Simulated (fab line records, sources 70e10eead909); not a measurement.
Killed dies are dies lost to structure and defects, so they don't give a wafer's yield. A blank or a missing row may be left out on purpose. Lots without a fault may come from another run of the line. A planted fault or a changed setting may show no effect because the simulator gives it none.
Chamber matching | flow nand_harc | NHARC_THIN_TSV_DESCUM_35 on rie_diel-13: 4 sister chambers
The step chemistry O2, time 3 s. 16 wafers are shown with their chamber, then 8 later ones without.

WAFERS WITH THEIR CHAMBER
wafer  | chamber | showerhead_plenum_p_Torr (Torr) | drypump_motor_current_A (A) | oes_product_au (a.u.)
L513.1 | 0       | 1.79                            | 5.1                         | 0.986
L513.2 | 3       | 1.94                            | 5.8                         | 0.976
L513.6 | 3       | 1.94                            | 5.8                         | 0.986
L514.2 | 3       | 1.94                            | 5.8                         | 0.976
L514.4 | 0       | 1.79                            | 5.1                         | 0.981
L514.5 | 0       | 1.79                            | 5.1                         | 0.981
L515.1 | 3       | 1.94                            | 5.8                         | 0.993
L515.3 | 2       | 2.03                            | 5.1                         | 0.996
L515.6 | 3       | 1.94                            | 5.8                         | 0.979
L518.3 | 3       | 1.94                            | 5.8                         | 0.995
L518.4 | 1       | 1.98                            | 4.8                         | 0.982
L518.5 | 3       | 1.94                            | 5.8                         | 0.983
L521.3 | 0       | 1.78                            | 5.1                         | 0.982
L521.4 | 0       | 1.78                            | 5.1                         | 0.990
L521.5 | 1       | 1.98                            | 4.9                         | 0.973
L531.1 | 2       | 2.03                            | 5.1                         | 0.994

SIGNATURES (means of the wafers above)
reading                  | chamber 0 | chamber 1 | chamber 2 | chamber 3 | scatter within a chamber
showerhead_plenum_p_Torr | 1.7860    | 1.9800    | 2.0300    | 1.9400    | 0.00316
drypump_motor_current_A  | 5.100     | 4.850     | 5.100     | 5.800     | 0.0204
oes_product_au           | 0.98400   | 0.97750   | 0.99500   | 0.98400   | 0.00622
Rule: a wafer's distance from a chamber is the root of the sum, over the readings, of the square of ((its reading less the chamber's mean) divided by the reading's scatter). The wafer belongs to the nearest chamber; if the next one is less than 2 further off, it can't be placed. The scatter: the root of (the sum of the squares of (reading less its chamber's mean) over the shown wafers, divided by (wafers less chambers)).

WAFERS WITHOUT THEIR CHAMBER
wafer  | showerhead_plenum_p_Torr (Torr) | drypump_motor_current_A (A) | oes_product_au (a.u.)
L531.3 | 1.94                            | 5.8                         | 0.999
L531.6 | 1.98                            | 4.8                         | 1.008
L534.2 | 1.78                            | 5.1                         | 0.992
L534.4 | 2.03                            | 5.1                         | 0.981
L534.6 | 1.78                            | 5.1                         | 0.991
L535.1 | 1.94                            | 5.8                         | 0.993
L535.3 | 1.98                            | 4.9                         | 1.010
L535.5 | 2.03                            | 5.2                         | 0.993

WHICH CHAMBER EACH WENT THROUGH
wafer  | from the rows above | in truth
L531.3 | 3                   | 3
L531.6 | 1                   | 1
L534.2 | 0                   | 0
L534.4 | 2                   | 2
L534.6 | 0                   | 0
L535.1 | 3                   | 3
L535.3 | 1                   | 1
L535.5 | 2                   | 2
Placed correctly: 8 of 8. Can't be placed from these rows: 0. Placed wrongly: 0.
